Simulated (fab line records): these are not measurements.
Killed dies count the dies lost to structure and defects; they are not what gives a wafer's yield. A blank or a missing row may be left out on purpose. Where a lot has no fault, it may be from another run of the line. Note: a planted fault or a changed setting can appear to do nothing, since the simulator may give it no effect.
Struck lot and sound lot, side by side + flow n5 finfet + 16 steps out of a route of 1938
Sound: the wafers L836.2, L836.3, L836.5. Struck: wafers L846.2, L846.4 (left out: L846.6, a lot-mate that was not struck); the cause follows at the end.
Per side, at each step with rows, come the tool, then ch with its chambers, and then its first start. Under that, the readings that differ: sound wafers + struck wafers + difference of the means + sigmas: that difference in standard deviations of wafers without a fault.
alike: same words and numbers on both sides, and readings whose means sit less than 2 such deviations apart. not compared: any withheld reading, any reading some wafer has no value for, any bound like >300 that may hide the same value, and any number with overlapping values for which the record gives no deviation.
A row with sigmas, a row that says differs or no value, or rows on one side alone: a step with any of these is where the two part. When numbers do not overlap yet have no deviation, they are printed without sigmas and do not part them. Lack of a reading on every wafer of one side parts them only where that side has two or more wafers.

first, 8 steps without rows for these wafers: N5_GATE_CUT_COAT_35 (time 60 s, resist thk 10 nm); N5_GATE_CUT_COAT_27 (time 60 s, resist thk 10 nm); N5_GATE_CUT_COAT_07 (resist thk 30 nm); N5_GATE_CUT_EBR_09; N5_GATE_CUT_SOFTBAKE_08 (time 60 s); N5_GATE_CUT_EXPOSE_10 (exposes mask GATE CUT, target cd 20 nm); N5_GATE_CUT_PEB_11 (peb time 60 s); N5_GATE_CUT_DEVELOP_12 (develop time 30 s).
N5_GATE_CUT_CD_MEAS_13: the cd target is 20 nm.
  sound on cd sem-03 ch 0, day 6 03:31; struck on cd sem-03 ch 0, day 8 08:12
  alike: cd nm
N5_GATE_CUT_OVL_MEAS_14:
  sound on overlay-02 ch 0, day 6 03:32; struck on overlay-02 ch 0, day 8 08:14
  alike: GATE_CUT_OVL
N5_GATE_CUT_INSPECT_15: inspects for defects (brightfield).
  struck on defect inspect-01, day 8 08:17; sound on defect inspect-02, day 6 03:36
  alike: raw defect count
N5_GATE_CUT_DESCUM_18: chemistry O2, time 7 s.
  sound on rie diel-05 ch 0,2, day 6 03:38; struck on rie diel-04 ch 0,3, day 8 08:19
| reading                     | sound       | struck  | difference | sigmas |
|-----------------------------|-------------|---------|------------|--------|
| drypump motor current A (A) | 6.4 6.3 6.4 | 5.1 5.8 | -0.9       | -2     |
  alike: oes product au, rf vpp V, showerhead plenum p Torr, throttle valve pct
  not compared: rf hours counter h
N5_GATE_CUT_ETCH_28: etches underlayer in N2/H2, target depth 13 nm, time 10.4 s.
  sound on rie diel-05 ch 0,2, day 6 03:40; struck on rie diel-04 ch 0,3, day 8 08:21
| reading               | sound             | struck      | difference | sigmas |
|-----------------------|-------------------|-------------|------------|--------|
| etch rf on time s (s) | 10.36 10.04 10.43 | 18.94 19.01 | +8.70      | +40    |
  alike: drypump motor current A, oes product au, rf vpp V, showerhead plenum p Torr, throttle valve pct
  not compared: rf hours counter h
N5_GATE_CUT_ETCH_36: etches SiARC in CF4, target depth 13 nm, time 21.7 s.
  sound on rie diel-05 ch 0,2, day 6 03:41; struck on rie diel-04 ch 0,3, day 8 08:22
  alike: drypump motor current A, etch rf on time s, mfc ar sccm, oes product au, rf vpp V, showerhead plenum p Torr, throttle valve pct
  not compared: rf hours counter h
-- the record jumps here: 4 days lie between the struck wafers' starts before and after (it left off in module GATE_CUT and takes up again in module BEOL_M4, whose first step shown is number 1111 of the route) --
N5_BEOL_M4_RC_MEAS_101:
  sound on prober-02 ch 0, day 9 20:15; struck on prober-01 ch 0, day 12 15:16
| reading       | sound          | struck    | difference | sigmas |
|---------------|----------------|-----------|------------|--------|
| SS_P (mV/dec) | 73.2 72.6 72.8 | 74.3 74.1 | +1.3       | +2     |
  alike: DIBL_N, DIBL_P, IOFF_N, IOFF_P, ION_N, ION_P, SS_N, VT_N, VT_P
-- the record jumps here: 5 days lie between the struck wafers' starts before and after (it left off in module BEOL_M4 and takes up again in module PASSIVATION, whose first step shown is number 1936 of the route) --
N5_PASSIVATION_PROBE_49:
  struck on prober-02, day 17 11:46; sound on prober-02, day 14 02:19
  alike: defect limited yield, killed_at_M0_to_M3, killed_at_M4_up, killed at contacts, killed at front end, killed at other, killed dies, killed on rim, killed open, killed short, sort_bin_5_function, sort_bin_6_memory, sort n pass, sort yield pct

WHERE THEY PART
At N5_GATE_CUT_DESCUM_18 first; at N5_BEOL_M4_RC_MEAS_101 last (within this record only). Later steps at which nothing parts them and some readings are alike: N5_PASSIVATION_PROBE_49.

WHY: whatever the simulator had introduced
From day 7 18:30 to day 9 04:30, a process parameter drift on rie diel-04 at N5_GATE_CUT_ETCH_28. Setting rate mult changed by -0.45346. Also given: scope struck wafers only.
